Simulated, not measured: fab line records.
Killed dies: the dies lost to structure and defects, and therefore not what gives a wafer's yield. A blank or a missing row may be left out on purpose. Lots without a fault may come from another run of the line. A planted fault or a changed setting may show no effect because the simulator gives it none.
Matching of chambers | flow n5-finfet | rie-diel-02 running N5_BEOL_M3_ETCH_64: 4 sister chambers
The step etches SOC in N2/H2, target depth 75 nm, overetch 15 nm, time 112.5 s. 16 wafers are shown with their chamber, then 8 later ones without.

## EACH WAFER AND ITS CHAMBER
wafer  | chamber | throttle-valve-pct (%) | oes-product-au (a.u.) | showerhead-plenum-p-Torr (Torr)
L075.3 | 3       | 18.17                  | 0.57                  | 2.51
L075.4 | 1       | 17.62                  | 0.57                  | 2.51
L075.6 | 3       | 18.16                  | 0.56                  | 2.51
L080.2 | 0       | 17.43                  | 0.70                  | 2.56
L080.3 | 3       | 18.16                  | 0.57                  | 2.51
L080.6 | 2       | 17.65                  | 0.56                  | 2.58
L081.2 | 2       | 17.67                  | 0.56                  | 2.58
L081.5 | 0       | 17.42                  | 0.69                  | 2.56
L081.6 | 3       | 18.17                  | 0.56                  | 2.51
L083.1 | 0       | 17.44                  | 0.69                  | 2.56
L083.2 | 1       | 17.65                  | 0.56                  | 2.51
L083.4 | 0       | 17.45                  | 0.68                  | 2.56
L087.3 | 0       | 17.46                  | 0.68                  | 2.55
L087.5 | 3       | 18.19                  | 0.55                  | 2.50
L087.6 | 0       | 17.45                  | 0.68                  | 2.56
L085.1 | 1       | 17.67                  | 0.56                  | 2.50

SIGNATURES, as means of the wafers listed above
reading                  | chamber 0 | chamber 1 | chamber 2 | chamber 3 | scatter within a chamber
throttle-valve-pct       | 17.4417   | 17.6467   | 17.6600   | 18.1700   | 0.0162
oes-product-au           | 0.6867    | 0.5633    | 0.5600    | 0.5620    | 0.00753
showerhead-plenum-p-Torr | 2.5583    | 2.5067    | 2.5800    | 2.5080    | 0.00438
Rule: distance of a wafer from a chamber = root of the sum over the readings of ((wafer's reading minus chamber's mean) / reading's scatter) squared. The wafer belongs to the nearest chamber; if the next one is less than 2 further off, it can't be placed. The scatter is the square root of a quotient: the sum, over the shown wafers, of each reading's squared deviation from its chamber's mean, divided by wafers minus chambers.

## WAFERS MISSING THEIR CHAMBER
wafer  | throttle-valve-pct (%) | oes-product-au (a.u.) | showerhead-plenum-p-Torr (Torr)
L085.3 | 18.20                  | 0.55                  | 2.50
L085.4 | 17.45                  | 0.67                  | 2.55
L089.3 | 17.24                  | 0.74                  | 2.57
L089.4 | 17.23                  | 0.75                  | 2.57
L089.6 | 17.67                  | 0.56                  | 2.50
L096.4 | 17.28                  | 0.71                  | 2.57
L096.5 | 17.48                  | 0.66                  | 2.55
L096.6 | 17.70                  | 0.55                  | 2.50

## THE CHAMBER EACH PASSED THROUGH
wafer  | from the rows above | in truth
L085.3 | 3                   | 3
L085.4 | 0                   | 0
L089.3 | 0                   | 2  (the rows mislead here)
L089.4 | 0                   | 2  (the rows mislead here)
L089.6 | 1                   | 1
L096.4 | 0                   | 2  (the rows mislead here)
L096.5 | 0                   | 0
L096.6 | 1                   | 1
Correct placement for 5 of the 8. From these rows, 0 cannot be placed. 3 placed wrongly.
